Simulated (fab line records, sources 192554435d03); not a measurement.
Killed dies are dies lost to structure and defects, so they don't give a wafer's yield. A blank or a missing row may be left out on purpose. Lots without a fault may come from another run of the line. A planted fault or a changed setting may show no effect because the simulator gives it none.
Split-lot experiment | flow n5_finfet | 7 lots, 21 wafers read, on a route of 1938 steps

THE SPLIT
At N5_BEOL_M12_SPUTTER_44 (material Ta, target thk 10 nm, time 16.13 s), the setting time_s was moved away from the recipe's 16.13 s on 6 of the 21 wafers read, by -12.7% to +14.6%. The other wafers ran this setting at the recipe's value.

FROM THE SPLIT TO THE READING: what the file shows between them, 3 steps
- N5_BEOL_M12_SPUTTER_45: material Cu, target thk 80 nm, time 13.33 s
- N5_BEOL_M12_ECD_47: material Cu, target thk 720 nm
- N5_BEOL_M12_ANNEAL_48: time 90 s

THE READING
barrier_field_endpoint_s, in s, at N5_BEOL_M12_CMP_49 (polishes, stops on SiOC, t overpolish 20.6 s, target thk 320 nm). Fault-free wafers of this fab line usually give 30.6 s, standard deviation 0.78 s.

wafer  | tool, chamber at the split | time_s as run, s | against the recipe | barrier_field_endpoint_s, s | against lot-mates on the recipe
L075.4 | pvd_sputter-01, -          | 16.13            | recipe             | 29.4                        | -
L075.2 | pvd_sputter-01, -          | 16.13            | recipe             | 29.9                        | -
L075.5 | pvd_sputter-01, -          | 16.13            | recipe             | 29.4                        | -
L081.4 | pvd_sputter-03, -          | 18.49            | +14.6%             | 33.9                        | +2.2
L081.6 | pvd_sputter-03, -          | 18.49            | +14.6%             | 33.5                        | +1.8
L081.5 | pvd_sputter-03, -          | 16.13            | recipe             | 31.7                        | -
L082.2 | pvd_sputter-01, -          | 16.13            | recipe             | 31.0                        | -
L082.3 | pvd_sputter-01, -          | 16.13            | recipe             | 30.0                        | -
L082.6 | pvd_sputter-01, -          | 16.13            | recipe             | 30.4                        | -
L085.2 | pvd_sputter-03, -          | 18.36            | +13.8%             | 31.3                        | no lot-mate on the recipe
L085.1 | pvd_sputter-03, -          | 18.36            | +13.8%             | 30.7                        | no lot-mate on the recipe
L085.5 | pvd_sputter-03, -          | 18.36            | +13.8%             | 31.2                        | no lot-mate on the recipe
L088.2 | pvd_sputter-01, -          | 16.13            | recipe             | 30.8                        | -
L088.5 | pvd_sputter-01, -          | 16.13            | recipe             | 30.0                        | -
L088.6 | pvd_sputter-01, -          | 16.13            | recipe             | 30.2                        | -
L093.4 | pvd_sputter-01, -          | 16.13            | recipe             | 30.5                        | -
L093.2 | pvd_sputter-01, -          | 16.13            | recipe             | 30.0                        | -
L093.6 | pvd_sputter-01, -          | 16.13            | recipe             | 29.9                        | -
L095.1 | pvd_sputter-02, -          | 16.13            | recipe             | 30.8                        | -
L095.4 | pvd_sputter-02, -          | 14.08            | -12.7%             | 29.2                        | -1.7
L095.3 | pvd_sputter-02, -          | 16.13            | recipe             | 31.0                        | -

THE FIT
A straight line over all 21 wafers: barrier_field_endpoint_s changes by +0.121 s for each +1% of time_s; r = +0.72; the points scatter about the line by 0.85 s.
The same after taking each lot's own level away (the mean of its wafers on the recipe; 18 wafers): +0.136 s for each +1%; r = +0.94; scatter 0.29 s.
On that fit, the largest move of time_s shifts the reading by 2 s.
The lots' own levels span 29.57 to 31.70 s, that is 2.7 times the standard deviation above.
So the lot-to-lot level blurs the effect unless lot-mates are compared.
Check: with one of the wafers moved furthest among these (+14.6%) left out of the fit, the line predicts +1.86 s for it against its lot-mates. It came out at +2.2 s against them.

THE WHOLE CHAIN: every reading that the file lists as answering this split, in the file's order
step                   | what it does                                                    | reading                                                                           | change (the file's fit)               | r (the file's)
N5_BEOL_M12_SPUTTER_44 | material Ta, target thk 10 nm, time 16.13 s                     | Ta_of_BEOL_M12_SPUTTER_44.thk_nm (the simulator's own value, which no gauge read) | +0.103 nm for each +1% of the setting | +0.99
N5_BEOL_M12_CMP_49     | polishes, stops on SiOC, t overpolish 20.6 s, target thk 320 nm | barrier_field_endpoint_s                                                          | +0.135 s for each +1% of the setting  | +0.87

THE FILE'S OWN FIT
barrier_field_endpoint_s changes by +0.135 s for each +1% of time_s, r = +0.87.
